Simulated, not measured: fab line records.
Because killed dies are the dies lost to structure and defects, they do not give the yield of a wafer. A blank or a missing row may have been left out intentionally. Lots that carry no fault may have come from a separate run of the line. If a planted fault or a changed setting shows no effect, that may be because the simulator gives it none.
What tool caused it? ; flow n5 finfet ; 11 lots with 29 wafers sampled at 3 steps, on a route of 1938 steps

## WHAT THE GAUGES SHOWED, per wafer
N5_BEOL_M10_OVL_MEAS_12.
lot;measured;on;M10_OVL (nm)
L755;day 9 23:59;overlay-02;1.1 0.1 0.0
L756;day 10 16:52;overlay-01;0.0 0.8 0.0
L759;day 10 20:54;overlay-01;-0.7 -0.6 -2.0
L760;day 11 15:28;overlay-01;-0.3 -0.4
L762;day 12 03:17;overlay-02;-0.3 -0.5
L768;day 13 23:11;overlay-01;5.6 4.9 3.4
L770;day 14 13:57;overlay-01;5.1 5.1 4.9
L774;day 15 06:31;overlay-01;-1.9 -1.6
L775;day 15 13:34;overlay-02;-0.6 0.8 0.1
L772;day 15 23:44;overlay-01;-0.5 -1.7
L776;day 16 04:40;overlay-02;0.1 -0.2 -0.2

## WHICH TOOL RAN EACH LOT (tool, then ch and the chambers of the sampled wafers, then the start)
lot;N5_BEOL_M9_ANNEAL_51;N5_BEOL_M10_EXPOSE_08
L755;rtp anneal-01 ch 0, day 9 20:49;arfi scanner-02 ch 0, day 9 23:50
L756;rtp anneal-02 ch 0, day 10 14:08;arfi scanner-01 ch 0, day 10 16:44
L759;rtp anneal-01 ch 0, day 10 17:59;arfi scanner-01 ch 0, day 10 20:45
L760;rtp anneal-02 ch 0, day 11 11:05;arfi scanner-03 ch 0, day 11 15:19
L762;rtp anneal-01 ch 0, day 12 01:17;arfi scanner-03 ch 0, day 12 03:08
L768;rtp anneal-02 ch 0, day 13 20:07;arfi scanner-01 ch 0, day 13 23:02
L770;rtp anneal-01 ch 0, day 14 10:01;arfi scanner-01 ch 0, day 14 13:47
L774;rtp anneal-01 ch 0, day 15 02:11;arfi scanner-02 ch 0, day 15 06:22
L775;rtp anneal-02 ch 0, day 15 11:14;arfi scanner-03 ch 0, day 15 13:25
L772;rtp anneal-01 ch 0, day 15 20:19;arfi scanner-03 ch 0, day 15 23:35
L776;rtp anneal-02 ch 0, day 16 00:23;arfi scanner-02 ch 0, day 16 04:31
- N5_BEOL_M9_ANNEAL_51: time 90 s.
- N5_BEOL_M10_EXPOSE_08: exposes mask M10.

## AS READ BY THE TOOLS THEMSELVES (means over the sampled wafers that have a number; for cases with no such wafer, the mark the record gives instead)
N5_BEOL_M9_ANNEAL_51.
lot;tool;wafer_temp_C_max
L755;rtp anneal-01;225.8
L756;rtp anneal-02;226.4
L759;rtp anneal-01;226.0
L760;rtp anneal-02;226.8
L762;rtp anneal-01;226.0
L768;rtp anneal-02;226.4
L770;rtp anneal-01;225.9
L774;rtp anneal-01;225.9
L775;rtp anneal-02;226.3
L772;rtp anneal-01;225.9
L776;rtp anneal-02;226.6

## THE ANSWER, worked out from the rows above alone
Rule: usual is defined by the lots themselves. Put in order of their means at a reading, lots are off if they are a third of the lots or fewer, leave a main group of 4 or more, and stand apart from it by a gap of 3 or more times the standard deviation of the main group's means; of several such gaps the widest counts. The tables above print the reading to a certain number of digits; a main group whose means all agree to those digits is not used. A lot without any number at a reading at which 4 lots or more have one is off too. All remaining lots with rows at the step are treated as sound. The gauges are gone through in route order, then the tools' own readings, and for those a lot's mean is taken as printed above. The first step at which some lot is off is used, and at that step the reading that is off furthest; a lot without a number counts as furthest.
Off: L768, L770, at N5_BEOL_M10_OVL_MEAS_12 (M10_OVL). The main group: mean -0.4 nm, standard deviation 0.68.
If a tool, at a process step before that reading, ran all the lots that are off and no sound lot after the first of them, it fits. Gauges at N5_BEOL_M10_OVL_MEAS_12: tried the same way as those tools. One fits: arfi scanner-01 at N5_BEOL_M10_EXPOSE_08. Its last sound lot is L759 (day 10 20:45), its first lot that is off L768 (day 13 23:02): a fault that began between those two fits.

## WHAT THE SIMULATOR PUT IN
Scanner matching overlay: arfi scanner-01, from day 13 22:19 on, at N5_BEOL_M10_EXPOSE_08. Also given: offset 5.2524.
Shown lots that were struck: L768, L770. The rule above found the same.
